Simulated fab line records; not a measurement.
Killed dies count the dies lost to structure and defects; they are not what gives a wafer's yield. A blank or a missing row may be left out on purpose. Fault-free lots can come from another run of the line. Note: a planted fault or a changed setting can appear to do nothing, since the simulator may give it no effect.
The tool behind it: which one? + flow nandHarc + 72 wafers from 24 lots sampled at 5 of the route's 1302 steps

WHAT EACH GAUGE READ, for each wafer
NHARC_P_M1_OVL_MEAS_10: pitch 260 nm.
| lot  | measured     | on         | overlayXNm (nm) | overlayYNm (nm) |
|------|--------------|------------|-----------------|-----------------|
| L074 | day 6 02:17  | overlay-01 | -2.2 -2.3 -1.6  | -0.2 0.0 -0.2   |
| L075 | day 6 16:22  | overlay-01 | -1.4 -2.3 -1.6  | -0.5 0.5 -0.8   |
| L076 | day 6 21:27  | overlay-02 | -1.5 -1.4 -1.4  | 0.5 0.5 0.6     |
| L077 | day 7 11:47  | overlay-02 | 1.7 0.8 1.2     | -1.8 -0.8 -0.8  |
| L078 | day 7 21:29  | overlay-02 | 0.4 0.9 0.3     | 0.3 0.0 -0.3    |
| L079 | day 8 04:01  | overlay-02 | 0.0 0.0 0.3     | 0.7 0.6 0.8     |
| L080 | day 8 20:49  | overlay-02 | -0.9 -1.1 -1.1  | 0.8 0.3 0.3     |
| L081 | day 9 01:20  | overlay-02 | 0.0 0.4 0.3     | 0.6 -0.5 0.4    |
| L082 | day 9 18:02  | overlay-02 | 0.0 0.4 0.3     | 0.4 0.3 0.0     |
| L083 | day 10 02:26 | overlay-02 | -0.7 -1.0 -0.2  | -1.8 -1.3 -1.6  |
| L084 | day 10 21:07 | overlay-02 | 0.3 0.3 0.6     | -0.2 -0.1 -0.2  |
| L085 | day 11 04:29 | overlay-01 | 0.8 1.0 0.4     | -0.1 0.0 0.1    |
| L086 | day 11 05:27 | overlay-02 | 2.4 2.0 2.0     | 1.1 1.2 0.8     |
| L087 | day 12 09:25 | overlay-02 | 0.3 -0.6 -0.1   | 0.5 0.9 -0.1    |
| L088 | day 12 10:18 | overlay-02 | 0.9 0.4 0.9     | 0.8 0.5 0.2     |
| L090 | day 12 20:19 | overlay-01 | 0.3 0.6 0.5     | -0.3 0.2 -0.3   |
| L089 | day 12 21:04 | overlay-01 | 2.2 1.6 1.8     | 1.6 1.7 1.8     |
| L091 | day 13 04:15 | overlay-01 | -0.5 0.1 -0.4   | -1.1 -1.4 -1.4  |
| L092 | day 13 17:26 | overlay-02 | 0.2 0.3 1.0     | -1.2 -0.9 -1.0  |
| L093 | day 14 06:37 | overlay-02 | 1.3 1.6 1.2     | 0.5 0.7 0.6     |
| L094 | day 14 14:57 | overlay-02 | -1.0 -0.6 -1.8  | -0.2 0.3 -0.1   |
| L096 | day 15 11:59 | overlay-01 | -0.3 -0.5 -0.1  | -0.2 0.2 0.0    |
| L095 | day 15 12:35 | overlay-02 | 1.6 1.5 2.0     | -0.8 0.1 -0.2   |
| L097 | day 15 22:18 | overlay-01 | 0.0 -0.4 0.2    | -0.2 -0.8 -0.5  |

NHARC_P_M1_CD_MEAS_16.
| lot  | measured     | on       | cdNm (nm)         |
|------|--------------|----------|-------------------|
| L074 | day 6 02:41  | cdSem-02 | 127.8 128.6 129.3 |
| L075 | day 6 16:46  | cdSem-02 | 129.0 128.6 128.7 |
| L076 | day 6 21:51  | cdSem-03 | 129.3 128.4 131.5 |
| L077 | day 7 12:12  | cdSem-02 | 129.6 130.7 128.8 |
| L078 | day 7 21:54  | cdSem-03 | 129.4 129.1 129.9 |
| L079 | day 8 04:26  | cdSem-01 | 128.4 129.9 129.7 |
| L080 | day 8 21:13  | cdSem-01 | 127.8 130.8 130.1 |
| L081 | day 9 01:44  | cdSem-01 | 129.8 130.7 132.1 |
| L082 | day 9 18:26  | cdSem-03 | 130.8 129.0 129.0 |
| L083 | day 10 02:50 | cdSem-02 | 127.7 129.9 129.8 |
| L084 | day 10 21:31 | cdSem-02 | 129.6 129.6 128.3 |
| L085 | day 11 04:53 | cdSem-02 | 128.0 130.7 127.9 |
| L086 | day 11 05:52 | cdSem-01 | 130.2 128.8 130.1 |
| L087 | day 12 09:49 | cdSem-03 | 130.2 128.5 129.0 |
| L088 | day 12 10:43 | cdSem-02 | 130.0 127.2 127.4 |
| L090 | day 12 20:43 | cdSem-03 | 128.8 130.1 127.8 |
| L089 | day 12 21:28 | cdSem-02 | 129.8 129.6 129.0 |
| L091 | day 13 04:40 | cdSem-02 | 128.3 128.4 128.7 |
| L092 | day 13 17:51 | cdSem-02 | 129.6 128.9 129.8 |
| L093 | day 14 07:02 | cdSem-03 | 129.8 131.0 129.2 |
| L094 | day 14 15:22 | cdSem-03 | 130.6 129.9 131.1 |
| L096 | day 15 12:23 | cdSem-02 | 129.6 130.5 129.6 |
| L095 | day 15 12:59 | cdSem-03 | 128.3 131.2 128.4 |
| L097 | day 15 22:43 | cdSem-01 | 131.6 128.7 129.7 |

EACH LOT AND THE TOOL THAT RAN IT (in order: tool; ch and the chambers of the sampled wafers; start)
| lot  | NHARC_P_M0_ETCH_15                           | NHARC_P_M0_PVD_21                      | NHARC_P_M0_ANNEAL_30            |
|------|----------------------------------------------|----------------------------------------|---------------------------------|
| L074 | rieDiel-03 ch 1,2, day 5 23:49 or earlier    | pvdSputter-03, day 5 23:49 or earlier  | rtpAnneal-02 ch 0, day 5 23:49  |
| L075 | rieDiel-11 ch 0,1,2, day 6 14:05 or earlier  | pvdSputter-02, day 6 14:05 or earlier  | rtpAnneal-01 ch 0, day 6 14:05  |
| L076 | rieDiel-10 ch 0,1,3, day 6 19:14 or earlier  | pvdSputter-02, day 6 19:14 or earlier  | rtpAnneal-01 ch 0, day 6 19:14  |
| L077 | rieDiel-03 ch 0,3, day 7 09:38 or earlier    | pvdSputter-02, day 7 09:38 or earlier  | rtpAnneal-01 ch 0, day 7 09:38  |
| L078 | rieDiel-03 ch 1,3, day 7 19:08 or earlier    | pvdSputter-01, day 7 19:08 or earlier  | rtpAnneal-02 ch 0, day 7 19:08  |
| L079 | rieDiel-03 ch 1,2, day 8 01:52 or earlier    | pvdSputter-01, day 8 01:52 or earlier  | rtpAnneal-01 ch 0, day 8 01:52  |
| L080 | rieDiel-03 ch 0,1,3, day 8 18:39 or earlier  | pvdSputter-01, day 8 18:39 or earlier  | rtpAnneal-01 ch 0, day 8 18:39  |
| L081 | rieDiel-03 ch 0,1,2, day 8 22:55 or earlier  | pvdSputter-03, day 8 22:55 or earlier  | rtpAnneal-02 ch 0, day 8 22:55  |
| L082 | rieDiel-11 ch 0,3, day 9 15:38 or earlier    | pvdSputter-03, day 9 15:38 or earlier  | rtpAnneal-01 ch 0, day 9 15:38  |
| L083 | rieDiel-03 ch 0,1,2, day 10 00:17 or earlier | pvdSputter-03, day 10 00:17 or earlier | rtpAnneal-02 ch 0, day 10 00:17 |
| L084 | rieDiel-11 ch 0,1,3, day 10 18:35 or earlier | pvdSputter-02, day 10 18:35 or earlier | rtpAnneal-01 ch 0, day 10 18:35 |
| L085 | rieDiel-03 ch 0,1,2, day 11 02:24 or earlier | pvdSputter-01, day 11 02:24 or earlier | rtpAnneal-02 ch 0, day 11 02:24 |
| L086 | rieDiel-03 ch 1,2,3, day 11 03:17 or earlier | pvdSputter-02, day 11 03:17 or earlier | rtpAnneal-01 ch 0, day 11 03:17 |
| L087 | rieDiel-10 ch 1,2, day 12 07:16 or earlier   | pvdSputter-01, day 12 07:16 or earlier | rtpAnneal-01 ch 0, day 12 07:16 |
| L088 | rieDiel-03 ch 0,1,2, day 12 08:08 or earlier | pvdSputter-01, day 12 08:08 or earlier | rtpAnneal-02 ch 0, day 12 08:08 |
| L090 | rieDiel-11 ch 0,3, day 12 17:56 or earlier   | pvdSputter-01, day 12 17:56 or earlier | rtpAnneal-01 ch 0, day 12 17:56 |
| L089 | rieDiel-03 ch 0,1,2, day 12 18:14 or earlier | pvdSputter-03, day 12 18:14            | rtpAnneal-01 ch 0, day 12 18:47 |
| L091 | rieDiel-10 ch 1,2, day 13 01:57 or earlier   | pvdSputter-03, day 13 01:57 or earlier | rtpAnneal-01 ch 0, day 13 01:57 |
| L092 | rieDiel-10 ch 0,1,2, day 13 15:16 or earlier | pvdSputter-01, day 13 15:16 or earlier | rtpAnneal-01 ch 0, day 13 15:16 |
| L093 | rieDiel-03 ch 1,2, day 14 04:20 or earlier   | pvdSputter-03, day 14 04:20 or earlier | rtpAnneal-01 ch 0, day 14 04:20 |
| L094 | rieDiel-03 ch 0,2,3, day 14 12:42 or earlier | pvdSputter-01, day 14 12:42 or earlier | rtpAnneal-02 ch 0, day 14 12:42 |
| L096 | rieDiel-03 ch 1,2,3, day 15 09:40 or earlier | pvdSputter-02, day 15 09:40 or earlier | rtpAnneal-01 ch 0, day 15 09:40 |
| L095 | rieDiel-11 ch 1,3, day 15 10:17 or earlier   | pvdSputter-01, day 15 10:17 or earlier | rtpAnneal-02 ch 0, day 15 10:17 |
| L097 | rieDiel-03 ch 1,3, day 15 20:08 or earlier   | pvdSputter-01, day 15 20:08 or earlier | rtpAnneal-01 ch 0, day 15 20:08 |
- NHARC_P_M0_ETCH_15: etches the open film in C4F8/Ar, target depth 150 nm, overetch 15 nm, time 82.5 s.
- NHARC_P_M0_PVD_21: deposits Cu, target thk 30 nm, time 20.49 s.
- NHARC_P_M0_ANNEAL_30: time 90 s.

AS READ BY THE TOOLS THEMSELVES (means over the sampled wafers that have a number; for cases with no such wafer, the mark the record gives instead)
NHARC_P_M0_ETCH_15.
| lot  | tool       | oesProductAu (a.u.) | rfVppV (V) |
|------|------------|---------------------|------------|
| L074 | rieDiel-03 | 0.973               | 442        |
| L075 | rieDiel-11 | 0.972               | 442        |
| L076 | rieDiel-10 | 0.941               | 440        |
| L077 | rieDiel-03 | 0.956               | 439        |
| L078 | rieDiel-03 | 0.985               | 441        |
| L079 | rieDiel-03 | 0.981               | 442        |
| L080 | rieDiel-03 | 0.960               | 440        |
| L081 | rieDiel-03 | 0.947               | 439        |
| L082 | rieDiel-11 | 0.989               | 442        |
| L083 | rieDiel-03 | 0.964               | 439        |
| L084 | rieDiel-11 | 0.935               | 440        |
| L085 | rieDiel-03 | 0.975               | 439        |
| L086 | rieDiel-03 | 0.981               | 442        |
| L087 | rieDiel-10 | 0.979               | 442        |
| L088 | rieDiel-03 | 0.985               | 439        |
| L090 | rieDiel-11 | 0.981               | 441        |
| L089 | rieDiel-03 | 0.979               | 438        |
| L091 | rieDiel-10 | 0.996               | 441        |
| L092 | rieDiel-10 | 0.964               | 441        |
| L093 | rieDiel-03 | 0.936               | 440        |
| L094 | rieDiel-03 | 0.988               | 441        |
| L096 | rieDiel-03 | 0.973               | 441        |
| L095 | rieDiel-11 | 0.978               | 442        |
| L097 | rieDiel-03 | 0.978               | 442        |

NHARC_P_M0_PVD_21.
| lot  | tool          | throttleValvePct (%) |
|------|---------------|----------------------|
| L074 | pvdSputter-03 | 29.7                 |
| L075 | pvdSputter-02 | 29.0                 |
| L076 | pvdSputter-02 | 30.7                 |
| L077 | pvdSputter-02 | 31.1                 |
| L078 | pvdSputter-01 | 31.1                 |
| L079 | pvdSputter-01 | 30.6                 |
| L080 | pvdSputter-01 | 30.5                 |
| L081 | pvdSputter-03 | 29.6                 |
| L082 | pvdSputter-03 | 29.7                 |
| L083 | pvdSputter-03 | 30.1                 |
| L084 | pvdSputter-02 | 29.3                 |
| L085 | pvdSputter-01 | 31.2                 |
| L086 | pvdSputter-02 | 29.3                 |
| L087 | pvdSputter-01 | 31.3                 |
| L088 | pvdSputter-01 | 30.4                 |
| L090 | pvdSputter-01 | 31.4                 |
| L089 | pvdSputter-03 | 30.0                 |
| L091 | pvdSputter-03 | 29.8                 |
| L092 | pvdSputter-01 | 31.3                 |
| L093 | pvdSputter-03 | 30.0                 |
| L094 | pvdSputter-01 | 31.2                 |
| L096 | pvdSputter-02 | 30.3                 |
| L095 | pvdSputter-01 | 31.9                 |
| L097 | pvdSputter-01 | 31.1                 |

NHARC_P_M0_ANNEAL_30.
| lot  | tool         | annealTempC (C) | wafer_temp_C_max |
|------|--------------|-----------------|------------------|
| L074 | rtpAnneal-02 | 225.08          | 225.96           |
| L075 | rtpAnneal-01 | 224.98          | 225.83           |
| L076 | rtpAnneal-01 | 225.33          | 225.57           |
| L077 | rtpAnneal-01 | 224.98          | 225.89           |
| L078 | rtpAnneal-02 | 224.94          | 226.20           |
| L079 | rtpAnneal-01 | 224.97          | 225.71           |
| L080 | rtpAnneal-01 | 224.94          | 225.62           |
| L081 | rtpAnneal-02 | 225.16          | 225.70           |
| L082 | rtpAnneal-01 | 224.92          | 225.74           |
| L083 | rtpAnneal-02 | 224.98          | 225.80           |
| L084 | rtpAnneal-01 | 224.93          | 225.65           |
| L085 | rtpAnneal-02 | 225.16          | 225.80           |
| L086 | rtpAnneal-01 | 225.03          | 225.54           |
| L087 | rtpAnneal-01 | 224.95          | 225.97           |
| L088 | rtpAnneal-02 | 225.29          | 225.56           |
| L090 | rtpAnneal-01 | 225.04          | 225.77           |
| L089 | rtpAnneal-01 | 224.94          | 225.79           |
| L091 | rtpAnneal-01 | 225.01          | 225.67           |
| L092 | rtpAnneal-01 | 225.20          | 225.94           |
| L093 | rtpAnneal-01 | 225.20          | 225.53           |
| L094 | rtpAnneal-02 | 225.06          | 225.82           |
| L096 | rtpAnneal-01 | 225.28          | 225.71           |
| L095 | rtpAnneal-02 | 225.21          | 225.67           |
| L097 | rtpAnneal-01 | 224.89          | 225.55           |

THE ANSWER, worked out from the rows above alone
Rule: usual is defined by the lots themselves. The widest of any qualifying gaps counts: lots, ordered by their means at a reading, are off when they make up no more than a third of the lots, leave a main group of 4 or more, and stand apart from it by 3 or more times the standard deviation of that group's means. A main group whose means are all the same, to the digits that the tables above print for the reading, isn't used. Also off: a lot with no number at a reading for which 4 or more lots have one. Any other lot the step has rows for is counted as sound. The gauges are gone through in route order, then the tools' own readings, and for those a lot's mean is taken as printed above. The first step at which some lot is off is used, and at that step the reading that is off furthest; a lot without a number counts as furthest.
No lot is off on any of the readings shown, so nothing can be concluded from this.

WHAT HAD BEEN PUT IN BY THE SIMULATOR
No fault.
